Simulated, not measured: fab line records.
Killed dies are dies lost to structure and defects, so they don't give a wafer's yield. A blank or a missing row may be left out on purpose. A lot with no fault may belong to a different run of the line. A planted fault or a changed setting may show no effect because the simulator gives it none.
Chamber matching | flow n5_finfet | pecvd-04 running N5_BEOL_M5_ILD_DEP_00: 3 sister chambers
The step deposits SiCOH lowk from DEMS/porogen, target thk 140.64 nm, time 25.9 s. 20 wafers are shown with their chamber, then 10 later ones without.

## WAFERS WITH THEIR CHAMBER
wafer  | chamber | throttle_valve_pct (%) | showerhead_plenum_p_Torr (Torr) | heater_power_w (W)
L076.1 | 1       | 15.0                   | 5.752                           | 315
L076.3 | 0       | 14.9                   | 5.711                           | 247
L076.5 | 2       | 13.1                   | 5.724                           | 307
L078.2 | 2       | 13.0                   | 5.712                           | 283
L078.3 | 0       | 14.4                   | 5.725                           | 296
L078.6 | 0       | 14.7                   | 5.705                           | 300
L077.2 | 2       | 13.0                   | 5.720                           | 311
L077.3 | 0       | 14.4                   | 5.718                           | 309
L077.4 | 2       | 13.2                   | 5.718                           | 305
L079.1 | 0       | 14.2                   | 5.712                           | 302
L079.4 | 1       | 14.6                   | 5.755                           | 279
L079.6 | 0       | 14.6                   | 5.702                           | 303
L080.1 | 2       | 13.3                   | 5.716                           | 311
L080.4 | 0       | 14.1                   | 5.723                           | 310
L080.5 | 2       | 13.1                   | 5.726                           | 306
L086.3 | 0       | 14.7                   | 5.719                           | 278
L086.5 | 1       | 14.9                   | 5.753                           | 303
L086.6 | 2       | 13.4                   | 5.733                           | 311
L090.1 | 1       | 14.7                   | 5.751                           | 305
L090.5 | 0       | 14.4                   | 5.716                           | 313

SIGNATURES (means of the wafers above)
reading                  | chamber 0 | chamber 1 | chamber 2 | scatter within a chamber
throttle_valve_pct       | 14.489    | 14.800    | 13.157    | 0.212
showerhead_plenum_p_Torr | 5.71456   | 5.75275   | 5.72129   | 0.00679
heater_power_w           | 295.33    | 300.50    | 304.86    | 16.8
Rule: for each reading, subtract the chamber's mean from the wafer's reading, divide by that reading's scatter and square the result; add these up over the readings and take the root, which gives the wafer's distance from the chamber. The wafer belongs to the nearest chamber; if the next one is less than 2 further off, it can't be placed. The scatter: take each reading less its chamber's mean, square it, sum over the shown wafers, divide by the number of wafers less the number of chambers, and take the root.

## WAFERS WITH NO CHAMBER GIVEN
wafer  | throttle_valve_pct (%) | showerhead_plenum_p_Torr (Torr) | heater_power_w (W)
L090.6 | 14.6                   | 5.766                           | 313
L087.2 | 14.5                   | 5.706                           | 307
L087.3 | 13.2                   | 5.715                           | 300
L087.5 | 14.5                   | 5.697                           | 247
L093.1 | 14.9                   | 5.723                           | 280
L093.3 | 13.5                   | 5.723                           | 298
L093.5 | 14.7                   | 5.720                           | 284
L095.3 | 14.5                   | 5.707                           | 295
L095.4 | 13.4                   | 5.723                           | 291
L095.6 | 14.9                   | 5.752                           | 283

## EACH ONE'S CHAMBER
wafer  | from the rows above | in truth
L090.6 | 1                   | 1
L087.2 | 0                   | 0
L087.3 | 2                   | 2
L087.5 | 0                   | 0
L093.1 | 0                   | 0
L093.3 | 2                   | 2
L093.5 | 0                   | 0
L095.3 | 0                   | 0
L095.4 | 2                   | 2
L095.6 | 1                   | 1
10 of 10 placed correctly. From these rows, 0 cannot be placed. Number placed wrongly: 0.
